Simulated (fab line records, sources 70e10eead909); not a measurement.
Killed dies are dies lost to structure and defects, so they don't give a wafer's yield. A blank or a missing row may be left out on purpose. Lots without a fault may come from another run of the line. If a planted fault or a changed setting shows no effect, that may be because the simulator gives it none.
fab line records | flow nand-harc
[record] lots = 12 wafers = 36 last-day = 33
route steps=1302 shown A_DECK1_JOINT@534 THIN_TSV@1273 END@1301
lots that met no fault: taken from a fault-free run of the same line
start-h: the number of hours between the record's first day and the start of the first shown wafer of the lot | wait-h: hours elapsed since this lot's preceding step | " unchanged from the row above | L1.1+2: a row that stands for several wafers | - no value present, or no start provided | * or withheld: withheld | < > ~ a bound
route shown NAME@n: a module of which the file shows steps, and the number in the route of the first | usual: mean/standard deviation of fault-free wafers | same: alike in all rows | chamber/n: place in a boat | sites: readings site by site | _std_site: the values' standard deviation | _edge_site: outer sites' mean less inner sites' | radius-mm: how far each site lies from the wafer's centre | mask NAME#n: copy n | behind: the last tool/chamber to shape the wafer | hold: why the lot was held/for how many hours/how that ended | device: the transistor (n, p or np) that didn't switch | end of line: the tests these same wafers got at the end of their route | step lacking rows: just its recipe | killed: at the first sort, the dies lost to defects and structure; wafer yield is something else | map: the dies of a wafer, with x for killed, . for not killed, _ for no die there
set.NAME: the setting as run; set.NAME@STEP: as run at that earlier step | model.NAME: the simulator's own value behind a step, which no gauge read
the route's steps for a sample of lots (tables are steps, rows are wafers)
services: when a tool's chamber went out of use (start-h, in hours from the record's first day, below 0 if earlier), for how many hours, and the reason
[[steps]]
[step NHARC_A_DECK1_JOINT_DEP_06]
[recipe] target-thk-a = 800 temp-c = 65 material = SiOx
// columns lot.wafer tool chamber start-h wait-h
L951.1+3+6 fcvd-02 1,1,0 257.94 0.4
L952.2+4+6 fcvd-01 0 257.96 0.4
L953.4+6+5 fcvd-01 1,0,1 273.92 0.5
L954.1+5+6 fcvd-02 1,1,0 289.16 0.4
L955.1+3+5 fcvd-02 1 297.76 0.4
L957.4+5+6 fcvd-02 0,1,0 314.59 0.5
L958.1+4+5 fcvd-02 0 336.92 0.4
L959.1+4+5 fcvd-02 0,0,1 337.21 0.7
L969.2+1+4 fcvd-02 1,0,1 431.38 0.4
L972.4+3+5 fcvd-02 0,1,0 473.40 0.4
L973.2+3+5 fcvd-02 0 483.73 0.4
L974.2+3+5 fcvd-02 1 483.96 0.6
[step NHARC_THIN_TSV_PVD_51]
[recipe] target-thk-a = 1000 chamber-pressure-pa = 5 material = Cu
[usual] throttle-valve-pct = 29.9/1.5
// columns lot.wafer tool chamber start-h wait-h throttle-valve-pct
L952.4 pvd-sputter-03 - - - 31.4
L952.2 " - " " 32.2
L952.6 " - " " 29.9
L953.4 pvd-sputter-01 - - - 30.1
L953.5 " - " " 30.2
L953.6 " - " " 28.7
L951.3 pvd-sputter-03 - - - 29.9
L951.1 " - " " 31.6
L951.6 " - " " 32.5
L955.3 pvd-sputter-03 - - - 31.7
L955.1 " - " " 28.7
L955.5 " - " " 30.1
L954.1 pvd-sputter-03 - - - 31.6
L954.5 " - " " 28.6
L954.6 " - " " 32.5
L957.4 pvd-sputter-01 - - - 27.8
L957.6 " - " " 30.0
L957.5 " - " " 28.6
L959.1 pvd-sputter-01 - - - 30.1
L959.4 " - " " 29.9
L959.5 " - " " 28.8
L958.4 pvd-sputter-02 - - - 30.3
L958.1 " - " " 29.5
L958.5 " - " " 29.4
L969.1 pvd-sputter-02 - - - 27.4
L969.2 " - " " 30.0
L969.4 " - " " 29.9
L973.3 pvd-sputter-02 - - - 30.3
L973.2 " - " " 30.4
L973.5 " - " " 30.1
L972.4 pvd-sputter-02 - - - 27.3
L972.3 " - " " 30.2
L972.5 " - " " 27.4
L974.2 pvd-sputter-03 - - - 28.8
L974.3 " - " " 29.1
L974.5 " - " " 28.7
[step NHARC_THIN_TSV_CMP_21]
[recipe] t-overpolish-s = 30 target-thk-nm = 2000
[usual] motor-current-A = 12.1/1 overpolish-run-s = 30.001/0.0094
// columns lot.wafer tool chamber start-h wait-h motor-current-A overpolish-run-s
L952.4 cmp-04 2 548.84 - 11.1 30.010
L952.2 " 0 " " 13.9 30.006
L952.6 " 3 " " 13.3 29.996
L953.4 cmp-03 0 561.92 - 10.6 30.014
L953.6 " 1 " " 11.8 30.001
L953.5 " 2 " " 11.0 30.010
L951.3 cmp-03 2 562.74 - 11.3 30.010
L951.1 " 3 " " 12.5 29.996
L951.6 " 2 " " 11.7 29.987
L955.1 cmp-02 2 576.80 - 11.1 30.009
L955.3 " 0 " " 11.7 30.008
L955.5 " 1 " " 12.5 30.011
L954.1 cmp-03 2 578.30 - 12.0 29.989
L954.6 " 1 " " 12.0 30.016
L954.5 " 2 " " 11.8 29.991
L957.4 cmp-02 3 600.34 - 12.8 30.007
L957.5 " 3 " " 12.9 30.008
L957.6 " 0 " " 11.6 30.007
L959.1 cmp-04 0 623.74 - 14.0 30.002
L959.4 " 1 " " 10.4 29.996
L959.5 " 1 " " 11.2 29.992
L958.1 cmp-04 2 632.94 - 11.5 30.003
L958.4 " 1 " " 10.6 30.002
L958.5 " 2 " " 11.5 30.005
L969.4 cmp-03 3 730.72 - 11.8 30.010
L969.2 " 0 " " 11.5 30.002
L969.1 " 1 " " 12.1 30.002
L973.2 cmp-04 2 768.19 - 10.9 29.998
L973.3 " 1 " " 10.8 29.999
L973.5 " 2 " " 11.3 29.990
L972.3 cmp-02 2 769.33 - 11.4 29.995
L972.4 " 3 " " 12.8 30.009
L972.5 " 2 " " 11.8 30.011
L974.3 cmp-03 1 787.49 - 12.2 29.989
L974.2 " 3 " " 12.3 29.988
L974.5 " 1 " " 12.1 30.003
[step NHARC_END_WLT_00]
[usual] VT_DECK1_BOTTOM = 0.870/0.0089 VT_DECK1_BOTTOM_INNER = 0.870/0.0089 VT_DECK1_MEDIAN_NEAR_BOTTOM = 0.871/0.0094 VT_DECK1_MEDIAN_NEAR_BOTTOM_INNER = 0.871/0.0092 VT_DECK1_MIDDLE = 0.883/0.0078 VT_DECK1_MIDDLE_INNER = 0.883/0.008 VT_DECK1_TOP = 0.896/0.0077 VT_DECK1_TOP_INNER = 0.895/0.0082 VT_DECK2_BOTTOM = 0.871/0.0083 VT_DECK2_BOTTOM_INNER = 0.871/0.0078 VT_DECK2_MEDIAN_NEAR_BOTTOM = 0.872/0.0082 VT_DECK2_MEDIAN_NEAR_BOTTOM_INNER = 0.872/0.0086 VT_DECK2_MIDDLE = 0.884/0.0073 VT_DECK2_MIDDLE_INNER = 0.883/0.008 VT_DECK2_TOP = 0.894/0.0072 VT_DECK2_TOP_INNER = 0.894/0.0075
// columns lot.wafer tool chamber start-h wait-h VT_DECK1_BOTTOM VT_DECK1_BOTTOM_INNER VT_DECK1_MEDIAN_NEAR_BOTTOM VT_DECK1_MEDIAN_NEAR_BOTTOM_INNER VT_DECK1_MIDDLE VT_DECK1_MIDDLE_INNER VT_DECK1_TOP VT_DECK1_TOP_INNER VT_DECK2_BOTTOM VT_DECK2_BOTTOM_INNER VT_DECK2_MEDIAN_NEAR_BOTTOM VT_DECK2_MEDIAN_NEAR_BOTTOM_INNER VT_DECK2_MIDDLE VT_DECK2_MIDDLE_INNER VT_DECK2_TOP VT_DECK2_TOP_INNER
L952.2 prober-02 - 558.28 0.6 0.870 0.867 0.868 0.869 0.887 0.891 0.902 0.902 0.872 0.870 0.867 0.867 0.891 0.890 0.906 0.905
L952.4 " - " " 0.882 0.886 0.889 0.880 0.893 0.897 0.914 0.904 0.874 0.876 0.884 0.882 0.885 0.883 0.904 0.907
L952.6 " - " " 0.876 0.873 0.880 0.887 0.904 0.894 0.907 0.907 0.877 0.880 0.879 0.887 0.895 0.892 0.900 0.903
L951.1 prober-01 - 571.25 0.0 0.874 0.883 0.876 0.887 0.889 0.902 0.910 0.906 0.883 0.873 0.872 0.874 0.888 0.892 0.900 0.897
L951.3 " - " " 0.890 0.888 0.891 0.897 0.898 0.897 0.911 0.913 0.874 0.862 0.875 0.873 0.894 0.882 0.891 0.882
L951.6 " - 573.71 2.5 0.896 0.879 0.897 0.895 0.895 0.888 0.901 0.900 0.884 0.866 0.886 0.878 0.889 0.888 0.889 0.903
L953.4 prober-02 - 572.73 1.6 0.877 0.883 0.880 0.880 0.887 0.893 0.903 0.898 0.879 0.873 0.884 0.866 0.892 0.880 0.901 0.899
L953.5 " - " " 0.877 0.878 0.874 0.873 0.882 0.891 0.896 0.894 0.878 0.878 0.879 0.882 0.890 0.888 0.903 0.891
L953.6 " - " " 0.861 0.865 0.871 0.871 0.879 0.887 0.889 0.894 0.875 0.873 0.894 0.887 0.890 0.887 0.905 0.898
L955.1 prober-01 - 584.50 0.0 0.858 0.867 0.862 0.860 0.872 0.875 0.887 0.885 0.868 0.868 0.868 0.867 0.874 0.881 0.891 0.886
L955.3 " - 585.50 1.0 0.870 0.866 0.862 0.865 0.875 0.870 0.893 0.886 0.856 0.865 0.866 0.868 0.873 0.877 0.892 0.886
L955.5 " - " " 0.858 0.853 0.848 0.853 0.872 0.876 0.888 0.888 0.872 0.872 0.874 0.872 0.882 0.882 0.892 0.888
L954.1 prober-02 - 584.52 0.1 0.874 0.872 0.882 0.875 0.884 0.882 0.898 0.896 0.876 0.875 0.871 0.878 0.885 0.892 0.903 0.899
L954.5 " - 586.53 2.1 0.872 0.880 0.876 0.876 0.888 0.891 0.889 0.899 0.865 0.871 0.874 0.864 0.885 0.888 0.900 0.903
L954.6 " - " " 0.862 0.857 0.860 0.858 0.890 0.883 0.907 0.894 0.873 0.872 0.869 0.869 0.892 0.887 0.898 0.890
L957.4 prober-02 - 608.35 1.6 0.870 0.871 0.869 0.869 0.881 0.874 0.889 0.894 0.854 0.859 0.860 0.860 0.873 0.874 0.889 0.888
L957.5 " - " " 0.857 0.863 0.859 0.863 0.875 0.865 0.892 0.888 0.851 0.857 0.860 0.857 0.867 0.865 0.893 0.882
L957.6 " - " " 0.870 0.868 0.868 0.874 0.875 0.874 0.893 0.891 0.860 0.857 0.862 0.862 0.872 0.877 0.884 0.887
L959.1 prober-02 - 631.52 0.1 0.873 0.867 0.874 0.874 0.886 0.884 0.899 0.902 0.875 0.867 0.864 0.870 0.880 0.880 0.892 0.895
L959.4 " - 633.01 1.5 0.869 0.870 0.863 0.873 0.885 0.889 0.910 0.901 0.872 0.869 0.875 0.874 0.880 0.882 0.900 0.898
L959.5 " - " " 0.872 0.865 0.882 0.879 0.893 0.884 0.901 0.908 0.867 0.865 0.869 0.880 0.878 0.880 0.894 0.889
L958.1 prober-01 - 642.54 0.0 0.884 0.871 0.874 0.875 0.888 0.894 0.895 0.905 0.853 0.865 0.869 0.866 0.874 0.874 0.887 0.880
L958.4 " - 644.06 1.6 0.877 0.877 0.878 0.877 0.890 0.885 0.905 0.901 0.877 0.872 0.874 0.870 0.877 0.886 0.886 0.883
L958.5 " - " " 0.872 0.876 0.877 0.872 0.888 0.892 0.911 0.907 0.862 0.866 0.871 0.867 0.883 0.879 0.886 0.894
L969.1 prober-02 - 742.81 4.6 0.862 0.870 0.867 0.870 0.878 0.881 0.888 0.886 0.877 0.880 0.876 0.880 0.897 0.888 0.902 0.905
L969.2 " - " " 0.860 0.859 0.859 0.852 0.886 0.871 0.884 0.886 0.873 0.878 0.879 0.877 0.888 0.882 0.898 0.909
L969.4 " - 744.32 6.1 0.847 0.850 0.853 0.853 0.860 0.871 0.886 0.879 0.879 0.868 0.879 0.878 0.897 0.881 0.902 0.897
L973.2 prober-01 - 777.78 0.6 0.885 0.883 0.878 0.885 0.886 0.892 0.893 0.899 0.854 0.858 0.861 0.853 0.870 0.862 0.876 0.889
L973.3 " - " " 0.883 0.878 0.878 0.879 0.887 0.890 0.898 0.900 0.871 0.863 0.865 0.866 0.875 0.873 0.874 0.885
L973.5 " - 779.32 2.1 0.877 0.869 0.877 0.875 0.891 0.891 0.895 0.899 0.861 0.868 0.858 0.864 0.884 0.876 0.877 0.881
L972.3 prober-02 - 778.27 1.1 0.874 0.879 0.861 0.868 0.882 0.877 0.891 0.886 0.870 0.879 0.858 0.871 0.882 0.875 0.890 0.900
L972.4 " - " " 0.867 0.858 0.866 0.865 0.876 0.886 0.896 0.884 0.863 0.865 0.859 0.868 0.882 0.887 0.892 0.887
L972.5 " - " " 0.866 0.856 0.879 0.864 0.874 0.878 0.886 0.893 0.881 0.870 0.885 0.870 0.885 0.887 0.893 0.892
L974.2 prober-02 - 795.57 0.6 0.880 0.877 0.881 0.871 0.893 0.886 0.899 0.906 0.866 0.868 0.868 0.864 0.875 0.876 0.891 0.890
L974.3 " - " " 0.868 0.878 0.868 0.871 0.889 0.881 0.904 0.900 0.856 0.866 0.866 0.855 0.876 0.882 0.891 0.890
L974.5 " - " " 0.880 0.880 0.878 0.882 0.894 0.889 0.903 0.906 0.852 0.853 0.855 0.856 0.870 0.868 0.876 0.885
[step NHARC_END_SORT_01]
[recipe] temp-c = 25
[usual] killed-at-array = 59/20 killed-at-other = 0.8/1.1 killed-at-periphery = 5/3.1 killed-dies = 64/21 killed-open = 3.4/1.9 killed-short = 2.3/1.7
[same] gross-dies = 677
// columns lot.wafer tool chamber start-h wait-h killed-at-array killed-at-other killed-at-periphery killed-dies killed-open killed-short
L959.1 prober-02 0 634.51 2.5 122 0 3 125 3 2
L959.4 prober-02 0 636.93 3.4 150 0 3 153 2 1
L959.5 prober-02 0 637.74 3.7 110 0 4 114 5 2
L958.1 prober-01 0 645.57 2.5 104 0 0 104 1 2
L958.4 prober-01 0 647.96 3.4 128 0 1 129 3 1
L958.5 prober-01 0 648.75 3.7 104 0 1 105 4 0
L974.2 prober-02 0 798.83 2.8 45 3 12 60 4 7
L974.3 prober-02 0 799.63 3.1 50 1 7 58 3 2
L974.5 prober-02 0 801.23 3.7 53 1 5 59 3 0
// killed by level:class
L959.1 A_DECK1_JOINT:unspecified=80 A_CHANNEL_HOLE_D1:chamber-film-flake=20 A_CHANNEL_HOLE_D2:chamber-film-flake=9 A_CONTACT:chamber-film-flake=4 A_WL_FILL:chamber-film-flake=3 P_CONTACT:geometric-particle:open=1 A_SOURCE_PLATE:geometric-particle:open=1 A_ONON_D1:geometric-particle:short=1
L959.4 A_DECK1_JOINT:unspecified=89 A_CHANNEL_HOLE_D1:chamber-film-flake=35 A_CHANNEL_HOLE_D2:chamber-film-flake=11 A_CONTACT:chamber-film-flake=7 A_WL_FILL:chamber-film-flake=5 P_GATE:geometric-particle:open=1 A_SOURCE_PLATE:geometric-particle:short=1 A_ONON_D2:geometric-particle:open=1
L959.5 A_DECK1_JOINT:unspecified=54 A_CHANNEL_HOLE_D1:chamber-film-flake=31 A_CHANNEL_HOLE_D2:chamber-film-flake=8 A_CONTACT:chamber-film-flake=8 P_CONTACT:geometric-particle:short=1 P_M0:geometric-particle:open=1 A_ONON_D1:geometric-particle:open=1 A_CHANNEL_FILL_D1:geometric-particle:short=1
L958.1 A_DECK1_JOINT:unspecified=80 A_CHANNEL_HOLE_D2:chamber-film-flake=13 A_CHANNEL_HOLE_D1:chamber-film-flake=3 A_WL_FILL:chamber-film-flake=2 A_CHANNEL_FILL_D1:geometric-particle:short=1 A_DECK1_JOINT:geometric-particle:short=1 A_CHANNEL_FILL_D2:geometric-particle:open=1 A_STAIRCASE:chamber-film-flake=1
L958.4 A_DECK1_JOINT:unspecified=80 A_CHANNEL_HOLE_D2:chamber-film-flake=37 A_CHANNEL_HOLE_D1:chamber-film-flake=3 A_STAIRCASE:chamber-film-flake=3 A_CHANNEL_FILL_D1:geometric-particle:short=1 A_DECK1_JOINT:geometric-particle:open=1 A_WL_FILL:geometric-particle:open=1 A_CONTACT:geometric-particle:open=1
L958.5 A_DECK1_JOINT:unspecified=78 A_CHANNEL_HOLE_D2:chamber-film-flake=12 A_CHANNEL_HOLE_D1:chamber-film-flake=6 A_STAIRCASE:chamber-film-flake=2 A_BONDPAD:chamber-film-flake=2 P_M1:geometric-particle:open=1 A_CHANNEL_FILL_D1:geometric-particle:open=1 A_CHANNEL_HOLE_D2:geometric-particle:open=1
L974.2 A_CHANNEL_HOLE_D2:chamber-film-flake=21 A_SLIT:chamber-film-flake=12 P_GATE:chamber-film-flake=7 A_CONTACT:chamber-film-flake=3 THIN_TSV:chamber-film-flake=3 P_M0:geometric-particle:short=2 A_WL_FILL:geometric-particle:short=2 P_STI:geometric-particle:open=1
L974.3 A_CHANNEL_HOLE_D2:chamber-film-flake=22 A_SLIT:chamber-film-flake=11 A_CONTACT:chamber-film-flake=9 P_GATE:chamber-film-flake=4 A_STAIRCASE:chamber-film-flake=3 P_M0:chamber-film-flake=2 P_CONTACT:geometric-particle:short=1 A_CHANNEL_FILL_D1:geometric-particle:short=1
L974.5 A_CHANNEL_HOLE_D2:chamber-film-flake=28 A_CONTACT:chamber-film-flake=10 A_SLIT:chamber-film-flake=9 P_GATE:chamber-film-flake=3 A_WL_FILL:chamber-film-flake=2 P_CONTACT:geometric-particle:open=1 A_DECK1_JOINT:geometric-particle:open=1 A_CONTACT:geometric-particle:open=1
[[services]]
// columns tool chamber start-h hours kind
cmp-03 - 248.45 5.3 repair
pvd-sputter-03 - 257.14 2.1 repair
cmp-03 - 260.08 4.0 pm
pvd-sputter-03 - 261.61 3.9 repair
fcvd-02 - 269.00 13.0 pm
fcvd-02 - 347.89 0.7 repair
pvd-sputter-03 - 348.00 10.0 pm
cmp-03 - 358.08 4.0 pm
fcvd-02 - 364.26 0.8 repair
cmp-03 - 369.76 1.3 repair
fcvd-02 1 371.87 24.2 repair
fcvd-02 - 407.64 1.8 repair
pvd-sputter-03 - 427.43 5.6 repair
fcvd-02 - 450.00 13.0 pm
cmp-03 - 456.08 4.0 pm
pvd-sputter-03 - 526.00 10.0 pm
cmp-03 - 554.08 4.0 pm
fcvd-02 - 560.73 0.7 repair
fcvd-02 - 577.84 0.5 repair
cmp-03 - 609.71 3.0 repair
fcvd-02 - 631.00 13.0 pm
cmp-03 - 650.79 1.1 repair
fcvd-02 - 744.23 2.4 repair
fcvd-02 - 754.42 0.3 repair
[[key]]
[first-sign] step = NHARC_END_SORT_01 reading = killed-at-array direction = up sigmas = 3.1 usual = 59 struck = 120
[effect] step = NHARC_END_SORT_01 reading = killed-dies direction = up sigmas = 2.8 usual = 64 struck = 122
[more-kills-born-at] NHARC_A_DECK1_JOINT_DEP_06@fcvd-02 = 461
met-at NHARC_A_DECK1_JOINT_DEP_06
struck-lots L958,L959
tester-left-out L958,L959
not-acting-at NHARC_THIN_TSV_PVD_51,NHARC_THIN_TSV_CMP_21,NHARC_END_WLT_00
[fault] kind = chamber-particle-source tool = fcvd-02 chamber = - onset-h = 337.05 steps = NHARC_A_DECK1_JOINT_DEP_06 rate-per-visit-cm2 = 1.1311 end-h = 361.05
// tester-left-out: of these lots the tester's yield and bins aren't shown, on N5 and GAA mostly nor the transistor test; their killed dies are dies lost to structure and defects alone, not to doping, threshold or leakage, so they don't give the yield
